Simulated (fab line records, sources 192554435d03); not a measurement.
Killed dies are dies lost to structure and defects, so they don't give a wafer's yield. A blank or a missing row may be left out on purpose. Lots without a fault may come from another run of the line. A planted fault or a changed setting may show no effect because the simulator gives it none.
A struck lot beside a sound one | flow n5_finfet | 15 steps out of a route of 1938
Sound: wafers L328.2, L328.3, L328.5. Struck: wafer L330.1. (L330.2, L330.5 of the same lot were not struck and are left out.) The cause comes at the end.
At each step with rows: each side's tool, then ch and its chambers, then its first start. Under that, the readings that differ: sound wafers | struck wafers | difference of the means | sigmas: that difference in standard deviations of wafers without a fault.
alike: readings whose means differ by less than 2 such deviations, and words and numbers that are the same on both sides. not compared: withheld readings, readings that some wafer has no value for, bounds like >300 that may hide the same value, and numbers for which the record gives no deviation and whose values overlap.
The two part at a step that has a row with sigmas, a row that says differs or no value, or rows on one side only. Numbers that don't overlap but have no deviation are shown without sigmas and don't part them. A reading that every wafer of one side lacks parts them only if that side has two wafers or more.

first, 2 steps without rows for these wafers: N5_BEOL_M14_PRECLEAN_39 (cleans in residue remover, time 60 s); N5_BEOL_M14_SRD_40 (time 30 s, dry time 30 s).
N5_BEOL_M14_DEGAS_41: time 60 s.
  sound on pvd_sputter-03, day 12 10:40; struck on pvd_sputter-01, day 13 06:08
  alike: heater_power_w
N5_BEOL_M14_PRE_CLEAN_42: time 30 s.
  sound on pvd_sputter-03, day 12 10:42; struck on pvd_sputter-01, day 13 06:10
  alike: heater_power_w
N5_BEOL_M14_SPUTTER_43: material TaN, target thk 15 nm, time 24.19 s.
  sound on pvd_sputter-03, day 12 10:44; struck on pvd_sputter-01, day 13 06:13
  alike: throttle_valve_pct
then, 1 step without rows for these wafers: N5_BEOL_M14_SPUTTER_44 (material Ta, target thk 15 nm, time 24.19 s).
N5_BEOL_M14_SPUTTER_45: material Cu, target thk 100 nm, time 16.67 s.
  sound on pvd_sputter-03, day 12 10:54; struck on pvd_sputter-01, day 13 06:22
  alike: throttle_valve_pct
then, 2 steps without rows for these wafers: N5_BEOL_M14_ECD_47 (material Cu, target thk 1248 nm); N5_BEOL_M14_ANNEAL_48 (time 90 s).
N5_BEOL_M14_CMP_49: polishes, stops on SiO2, t overpolish 5.2 s, target thk 560 nm.
  sound on cmp-04 ch 1,3, day 12 11:54; struck on cmp-04 ch 2, day 13 07:09
  alike: barrier_field_endpoint_s, motor_current_A, overpolish_run_s, time_to_endpoint_s
N5_BEOL_M14_THK_MEAS_50: measures by xrf.
  sound on film_metro-01, day 12 12:10; struck on film_metro-01, day 13 07:26
  alike: M14_THK
then, 1 step without rows for these wafers: N5_BEOL_M14_PRE_CLEAN_52 (time 15 s).
N5_BEOL_M14_DEP_53: deposits SiCN from 3MS/NH3, target thk 50 nm, time 17.8 s.
  sound on pecvd-01 ch 1,2, day 12 12:13; struck on pecvd-01 ch 0, day 13 07:30
  reading                                   | sound             | struck | difference | sigmas
  showerhead_plenum_p_Torr (Torr)           | 4.130 4.154 4.165 | 4.195  | +0.045     | +2
  model.SiCN_of_BEOL_M14_DEP_53.thk_nm (nm) | 49.8 50 50.8      | 73.4   | +23.2      |
  alike: throttle_valve_pct
N5_BEOL_M14_RS_MEAS_54: measures by four-point-probe.
  sound on film_metro-01, day 12 12:17; struck on film_metro-01, day 13 07:34
  alike: M14_RS
N5_PASSIVATION_PROBE_49:
  sound on prober-01, day 13 11:00; struck on prober-01, day 14 05:29
  reading            | sound    | struck | difference | sigmas
  killed_at_M0_to_M3 | 43 35 34 | 14     | -23        | -2
  killed_at_contacts | 7 10 5   | 23     | +16        | +3
  killed_short       | 38 34 32 | 19     | -16        | -2
  alike: defect_limited_yield, killed_at_M4_up, killed_at_front_end, killed_at_other, killed_dies, killed_open, sort_bin_4_leakage, sort_bin_5_function, sort_bin_6_memory, sort_bin_8_speed, sort_n_pass, sort_yield_pct

WHERE THEY PART
First at N5_BEOL_M14_DEP_53; last, within this record, at N5_PASSIVATION_PROBE_49.

WHY: what the simulator had put in
Process parameter drift: pecvd-01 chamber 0, from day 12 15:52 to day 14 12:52, at N5_BEOL_M14_DEP_53. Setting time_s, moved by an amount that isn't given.
